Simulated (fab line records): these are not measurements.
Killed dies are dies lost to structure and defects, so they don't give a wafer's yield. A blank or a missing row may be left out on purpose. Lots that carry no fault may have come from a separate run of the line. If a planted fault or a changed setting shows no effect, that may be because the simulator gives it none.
What tool caused it?	flow n5 finfet	Sampling: 8 lots, 24 wafers, 7 of 1938 route steps

WHAT THE GAUGES READ, wafer by wafer
N5_BEOL_M6_CD_MEAS_11: the cd target is 38.5 nm. Usual: cd nm reads 38.5 nm (standard deviation 0.4).
lot	measured	on	cd nm (nm)	flag
L914	day 9 04:08	cd sem-02	38.0 38.2 37.9	
L923	day 11 10:26	cd sem-02	34.7 35.5 35.0	OFF
L922	day 11 10:57	cd sem-03	35.7 35.8 36.0	OFF
L930	day 13 09:46	cd sem-02	37.7 37.6 37.9	
L932	day 13 14:55	cd sem-02	39.3 38.6 38.5	
L934	day 14 10:00	cd sem-03	39.0 39.0 39.0	
L933	day 14 17:31	cd sem-03	39.2 38.2 38.4	
L937	day 15 00:15	cd sem-01	38.4 38.2 38.5	

N5_BEOL_M6_CD_MEAS_18: pitch 80 nm, target cd 40 nm. Usual: cd nm reads 40.0 nm (standard deviation 0.47).
lot	measured	on	cd nm (nm)	flag
L914	day 9 05:16	cd sem-01	39.5 39.1 39.5	
L923	day 11 12:04	cd sem-01	36.3 36.2 36.1	OFF
L922	day 11 12:41	cd sem-03	37.0 37.2 37.1	OFF
L930	day 13 10:19	cd sem-03	39.1 39.2 39.1	
L932	day 13 15:50	cd sem-03	40.4 40.0 40.0	
L934	day 14 10:38	cd sem-02	40.0 39.7 40.5	
L933	day 14 18:18	cd sem-02	40.3 39.6 39.9	
L937	day 15 00:50	cd sem-01	40.5 39.9 40.2	

N5_BEOL_M15_RC_MEAS_101. Usual: COMB_M10 1.6e-11 S/m, standard deviation 3.3e-12; COMB_M11 1.5e-11 S/m, standard deviation 3e-12; COMB_M11_max_site 2.2e-11 S/m, standard deviation 4.9e-12; COMB_M12 7.1e-12 S/m, standard deviation 1.4e-12; COMB_M13 5.5e-12 S/m, standard deviation 1.1e-12; COMB_M14 4.3e-12 S/m, standard deviation 7.3e-13; COMB_M15 3.1e-12 S/m, standard deviation 6.9e-13; COMB_M5 3.7e-11 S/m, standard deviation 7.1e-12; COMB_M6 2.5e-11 S/m, standard deviation 4.7e-12; COMB_M7 2.6e-11 S/m, standard deviation 5.1e-12; COMB_M7_max_site 3.8e-11 S/m, standard deviation 9.4e-12; COMB_M8 2.6e-11 S/m, standard deviation 5.6e-12; COMB_M9 1.6e-11 S/m, standard deviation 3.3e-12; SERP_M10 3.07 ohm/um, standard deviation 0.073; SERP_M11 3.07 ohm/um, standard deviation 0.068; SERP_M12 0.641 ohm/um, standard deviation 0.015; SERP_M13 0.309 ohm/um, standard deviation 0.0059; SERP_M14 0.161 ohm/um, standard deviation 0.003; SERP_M5 38.3 ohm/um, standard deviation 1.4; SERP_M6 13.9 ohm/um, standard deviation 0.42; SERP_M6_max_site 14.6 ohm/um, standard deviation 0.5; SERP_M7 13.8 ohm/um, standard deviation 0.44; SERP_M8 13.8 ohm/um, standard deviation 0.49; SERP_M9 3.06 ohm/um, standard deviation 0.063.
lot	measured	on	COMB_M10 (S/m)	COMB_M11 (S/m)	COMB_M11_max_site (S/m)	COMB_M12 (S/m)	COMB_M13 (S/m)	COMB_M14 (S/m)	COMB_M15 (S/m)	COMB_M5 (S/m)	COMB_M6 (S/m)	COMB_M7 (S/m)	COMB_M7_max_site (S/m)	COMB_M8 (S/m)	COMB_M9 (S/m)	SERP_M10 (ohm/um)	SERP_M11 (ohm/um)	SERP_M12 (ohm/um)	SERP_M13 (ohm/um)	SERP_M14 (ohm/um)	SERP_M5 (ohm/um)	SERP_M6 (ohm/um)	SERP_M6_max_site (ohm/um)	SERP_M7 (ohm/um)	SERP_M8 (ohm/um)	SERP_M9 (ohm/um)	flag
L914	day 12 08:38	prober-02	2.1e-11 2.1e-11 2.1e-11	1.47e-11 1.32e-11 1.43e-11	2e-11 1.6e-11 1.9e-11	6.9e-12 8.4e-12 6.8e-12	6.9e-12 7.8e-12 4.6e-12	4.9e-12 5.6e-12 4.4e-12	4.4e-12 3.4e-12 3.7e-12	4.3e-11 3.2e-11 3.8e-11	2.7e-11 1.9e-11 3.2e-11	2.3e-11 2.1e-11 2.6e-11	3.3e-11 3.5e-11 3.2e-11	2.8e-11 3.5e-11 2.8e-11	1.9e-11 2.2e-11 1.7e-11	3.15 3.04 3.13	2.95 3.08 2.95	0.636 0.616 0.624	0.308 0.311 0.319	0.155 0.159 0.164	37.0 37.5 38.2	14.2 14.2 14.0	14.7 14.4 14.8	13.1 13.6 13.5	14.7 14.1 13.2	3.01 3.02 3.12	
L923	day 14 19:22	prober-01	1.2e-11 1.3e-11 1.3e-11	2e-11 1.7e-11 1.77e-11	2.9e-11 2.5e-11 2.7e-11	6.4e-12 6.4e-12 4.9e-12	4.3e-12 3.8e-12 3.8e-12	3.3e-12 3.3e-12 2.6e-12	4.1e-12 2.9e-12 4.1e-12	4.2e-11 4.6e-11 3.3e-11	2.5e-11 2.4e-11 2.1e-11	3.3e-11 2e-11 2.5e-11	4.3e-11 3.6e-11 4.4e-11	3.2e-11 2.6e-11 2.2e-11	1.7e-11 1.1e-11 1.2e-11	3.05 3.11 2.96	3.00 3.13 2.94	0.624 0.643 0.649	0.297 0.308 0.305	0.161 0.156 0.158	40.1 38.4 41.3	16.4 17.2 16.7	17.6 17.9 17.3	13.5 14.0 14.1	14.2 14.2 13.6	2.99 3.14 2.99	OFF
L922	day 14 21:33	prober-02	1.4e-11 1.3e-11 1.1e-11	1.04e-11 8.8e-12 1.37e-11	1.4e-11 1.1e-11 2.4e-11	6e-12 7e-12 9.4e-12	7e-12 5.7e-12 6.4e-12	3.6e-12 3e-12 6.3e-12	2.3e-12 3e-12 3.1e-12	3.2e-11 3.5e-11 3.7e-11	2.2e-11 2.5e-11 3.2e-11	1.7e-11 2.6e-11 2.4e-11	4.1e-11 3.4e-11 4.4e-11	2e-11 2.6e-11 2.8e-11	1.2e-11 1.5e-11 1.2e-11	3.06 2.93 3.00	3.21 3.13 3.02	0.640 0.680 0.642	0.316 0.312 0.312	0.158 0.165 0.160	36.6 37.0 36.4	15.7 15.8 15.5	17.5 16.8 16.4	13.9 13.7 13.7	14.1 14.5 13.6	3.10 3.00 2.96	OFF
L930	day 17 01:24	prober-02	1e-11 8e-12 1.1e-11	1.54e-11 1.66e-11 1.33e-11	2.1e-11 2.4e-11 2e-11	6.1e-12 7.3e-12 6.3e-12	6.1e-12 6.5e-12 6.7e-12	5.1e-12 4e-12 4.1e-12	3e-12 3.5e-12 3.6e-12	4e-11 4.6e-11 3.8e-11	2.6e-11 2.7e-11 3.1e-11	2.2e-11 3.8e-11 2.7e-11	2.6e-11 6.5e-11 4.9e-11	2.8e-11 2.5e-11 2.2e-11	1.9e-11 1.6e-11 1.5e-11	3.06 3.13 3.10	3.11 3.09 3.10	0.648 0.635 0.632	0.307 0.309 0.307	0.161 0.160 0.164	40.3 38.5 37.3	14.2 14.3 14.7	14.5 15.1 15.5	14.2 13.7 14.1	13.6 13.2 13.2	3.04 3.03 3.04	
L932	day 17 15:47	prober-01	1.5e-11 1.1e-11 1.3e-11	1.13e-11 1.94e-11 1.41e-11	1.7e-11 2.7e-11 1.9e-11	5.4e-12 7e-12 6.5e-12	6.5e-12 6.9e-12 5.3e-12	4e-12 3.5e-12 4e-12	3e-12 1.7e-12 1.8e-12	3e-11 3.2e-11 3.5e-11	2.6e-11 2.4e-11 2.4e-11	3.1e-11 3.2e-11 1.8e-11	4.6e-11 3.8e-11 2.7e-11	1.8e-11 2.6e-11 2.3e-11	1.4e-11 1.6e-11 1.6e-11	3.02 3.09 3.08	3.14 3.08 3.13	0.659 0.641 0.643	0.314 0.317 0.311	0.162 0.157 0.157	39.0 40.5 37.7	13.6 13.6 14.3	14.4 14.9 14.9	14.1 14.4 13.5	13.6 14.0 13.8	3.17 3.08 3.07	
L934	day 17 16:32	prober-02	1.5e-11 1.3e-11 1.3e-11	1.44e-11 1.85e-11 1.64e-11	2.4e-11 2.1e-11 1.9e-11	6.5e-12 7.8e-12 8.5e-12	6e-12 4.5e-12 5.8e-12	3.2e-12 4.9e-12 3.1e-12	3e-12 2.3e-12 2.8e-12	4.3e-11 3.6e-11 3.8e-11	2.4e-11 2.6e-11 2e-11	3.3e-11 2.6e-11 2.6e-11	4e-11 4e-11 5.3e-11	2.9e-11 2.7e-11 2.2e-11	1.5e-11 2.6e-11 1.9e-11	3.10 3.03 3.12	3.09 3.07 3.17	0.648 0.663 0.672	0.306 0.301 0.317	0.160 0.162 0.156	38.8 39.8 41.0	14.6 13.8 14.1	15.2 14.0 14.8	14.0 13.3 13.3	13.7 14.1 14.1	3.12 2.99 3.01	
L933	day 18 02:13	prober-02	1.9e-11 1.9e-11 2.2e-11	1.39e-11 1.16e-11 1.78e-11	1.8e-11 1.7e-11 2.1e-11	5e-12 7.3e-12 8.7e-12	5.4e-12 5.1e-12 5e-12	5.6e-12 4.4e-12 5.2e-12	3.4e-12 3.7e-12 3.5e-12	3e-11 3.7e-11 2.8e-11	3e-11 2.4e-11 2.6e-11	2.1e-11 3.3e-11 3.4e-11	2.9e-11 4.6e-11 4.8e-11	2.2e-11 3.2e-11 2e-11	1.3e-11 1.2e-11 1.7e-11	3.21 3.10 3.12	2.89 2.93 3.03	0.633 0.640 0.640	0.322 0.310 0.307	0.163 0.161 0.161	40.0 39.1 37.9	14.0 13.9 14.4	14.4 14.9 15.0	14.2 14.0 14.5	13.4 14.1 13.7	3.11 3.05 3.10	
L937	day 18 13:21	prober-01	1.9e-11 1.8e-11 1.5e-11	2.45e-11 1.58e-11 1.62e-11	2.7e-11 2.3e-11 2e-11	6.5e-12 7.5e-12 6.1e-12	4.3e-12 6e-12 5.9e-12	4.8e-12 3.6e-12 4.9e-12	1.9e-12 3.6e-12 2.4e-12	3.9e-11 3.6e-11 2.5e-11	3.3e-11 2.8e-11 2.3e-11	2.5e-11 3.3e-11 2.9e-11	2.8e-11 4.9e-11 3.7e-11	2.1e-11 2.4e-11 2.5e-11	1.2e-11 1.5e-11 1.5e-11	3.05 3.14 3.08	3.06 2.98 3.16	0.666 0.633 0.665	0.300 0.310 0.314	0.162 0.160 0.161	37.6 40.1 37.3	13.7 13.8 14.3	14.2 14.2 14.5	14.3 14.1 14.1	13.1 13.3 13.6	3.02 3.00 3.10	

WHAT TOOL EACH LOT RAN ON (gives the tool, then ch and the chambers of the sampled wafers, and finally the start)
lot	N5_BEOL_M5_ANNEAL_82	N5_BEOL_M5_SPUTTER_90	N5_BEOL_M6_CURE_74	N5_BEOL_M6_EXPOSE_08
L914	pvd sputter-03, day 8 21:40	pvd sputter-03, day 9 00:51	uv cure-01 ch 2, day 9 02:03	arfi scanner-02 ch 0, day 9 04:00
L923	pvd sputter-03, day 11 03:53	pvd sputter-03, day 11 07:04	uv cure-03 ch 1, day 11 08:26	arfi scanner-02 ch 0, day 11 10:19
L922	pvd sputter-02, day 11 05:10	pvd sputter-02, day 11 08:20	uv cure-01 ch 2, day 11 09:31	arfi scanner-02 ch 0, day 11 10:49
L930	pvd sputter-01, day 13 02:08	pvd sputter-01, day 13 05:19	uv cure-03 ch 2, day 13 07:16	arfi scanner-03 ch 0, day 13 09:38
L932	pvd sputter-02, day 13 05:46	pvd sputter-02, day 13 08:56	uv cure-03 ch 0, day 13 10:10	arfi scanner-01 ch 0, day 13 14:47
L934	pvd sputter-02, day 14 00:46	pvd sputter-02, day 14 03:56	uv cure-01 ch 1, day 14 05:07	arfi scanner-03 ch 0, day 14 09:52
L933	pvd sputter-01, day 14 08:20	pvd sputter-01, day 14 12:13	uv cure-03 ch 1, day 14 13:44	arfi scanner-01 ch 0, day 14 17:23
L937	pvd sputter-03, day 14 16:55	pvd sputter-03, day 14 20:06	uv cure-01 ch 1, day 14 21:17	arfi scanner-03 ch 0, day 15 00:07
- N5_BEOL_M5_ANNEAL_82: time 1800 s.
- N5_BEOL_M5_SPUTTER_90: material Cu, target thk 4.5 nm, time 8.29 s.
- N5_BEOL_M6_CURE_74: cures SiCOH lowk, time 240 s.
- N5_BEOL_M6_EXPOSE_08: exposes mask M6.

WHAT THE TOOLS THEMSELVES READ (means of the sampled wafers that have a number; where no wafer has one, the mark that the record gives instead)
N5_BEOL_M5_ANNEAL_82. Usual: heater power w reads 815 W (standard deviation 100).
lot	tool	heater power w (W)	flag
L914	pvd sputter-03	857	
L923	pvd sputter-03	904	
L922	pvd sputter-02	748	
L930	pvd sputter-01	755	
L932	pvd sputter-02	803	
L934	pvd sputter-02	804	
L933	pvd sputter-01	926	
L937	pvd sputter-03	856	

N5_BEOL_M5_SPUTTER_90. Usual: throttle valve pct reads 30.1 % (standard deviation 1.1).
lot	tool	throttle valve pct (%)	flag
L914	pvd sputter-03	30.2	
L923	pvd sputter-03	29.8	
L922	pvd sputter-02	30.3	
L930	pvd sputter-01	30.6	
L932	pvd sputter-02	29.6	
L934	pvd sputter-02	30.5	
L933	pvd sputter-01	29.8	
L937	pvd sputter-03	30.7	

N5_BEOL_M6_CURE_74. Usual: lamp power pct 52.31 %, standard deviation 0.052; wafer_temp_C_max 386.8, standard deviation 0.67.
lot	tool	lamp power pct (%)	wafer_temp_C_max	flag
L914	uv cure-01	52.31	386.4	
L923	uv cure-03	52.33	387.9	
L922	uv cure-01	52.34	386.6	
L930	uv cure-03	52.32	386.2	
L932	uv cure-03	52.32	386.4	
L934	uv cure-01	52.31	386.5	
L933	uv cure-03	52.35	387.5	
L937	uv cure-01	52.31	386.2	

N5_BEOL_M6_EXPOSE_08. Usual: exposure dose mJ cm2 68.20, standard deviation 0.059; reticle temp C 23.00 C, standard deviation 0.11.
lot	tool	exposure dose mJ cm2	reticle temp C (C)	flag
L914	arfi scanner-02	68.27	22.86	
L923	arfi scanner-02	63.51	23.15	OFF
L922	arfi scanner-02	64.47	22.97	OFF
L930	arfi scanner-03	68.15	23.09	
L932	arfi scanner-01	68.22	23.03	
L934	arfi scanner-03	68.22	23.04	
L933	arfi scanner-01	68.13	22.93	
L937	arfi scanner-03	68.20	22.93	

THE ANSWER, worked out from the rows above alone
Rule: lot off if the mean of its wafers having a number is beyond 3 standard deviations from the usual mean. Also off: a lot with no number at a reading for which 4 or more lots have one. Where the step has rows for the other lots, those lots are counted as sound. Order of review: gauges by route order, followed by the tools' own readings, for which a lot's mean as printed above is used. At the first step where some lot is off, the reading lying furthest off is the one used; lots without a number count as furthest.
Off, at N5_BEOL_M6_CD_MEAS_11 on cd nm: L923, L922.
If a tool, at a process step before that reading, ran all the lots that are off and no sound lot after the first of them, it fits. Not tried: the gauges at N5_BEOL_M6_CD_MEAS_11; whatever is off there is also off at N5_BEOL_M15_RC_MEAS_101, on other tools, and gauge error can't account for it. One candidate fits, namely arfi scanner-02 at N5_BEOL_M6_EXPOSE_08. Its last sound lot is L914 (day 9 04:00), its first lot that is off L923 (day 11 10:19): a fault that began between those two fits.
The tool's own readings at N5_BEOL_M6_EXPOSE_08 bear it out: on the lots that are off they differ by more than 5 times the standard deviation of the sound lots' means. exposure dose mJ cm2 reads 63.99 there against 68.20 on the sound lots.

WHAT THE SIMULATOR PUT IN
Process parameter drift: arfi scanner-02, from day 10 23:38 on, at N5_BEOL_M6_EXPOSE_08. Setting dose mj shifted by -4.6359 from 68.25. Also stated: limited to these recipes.
Shown lots that were struck: L923, L922. The rule above found the same.
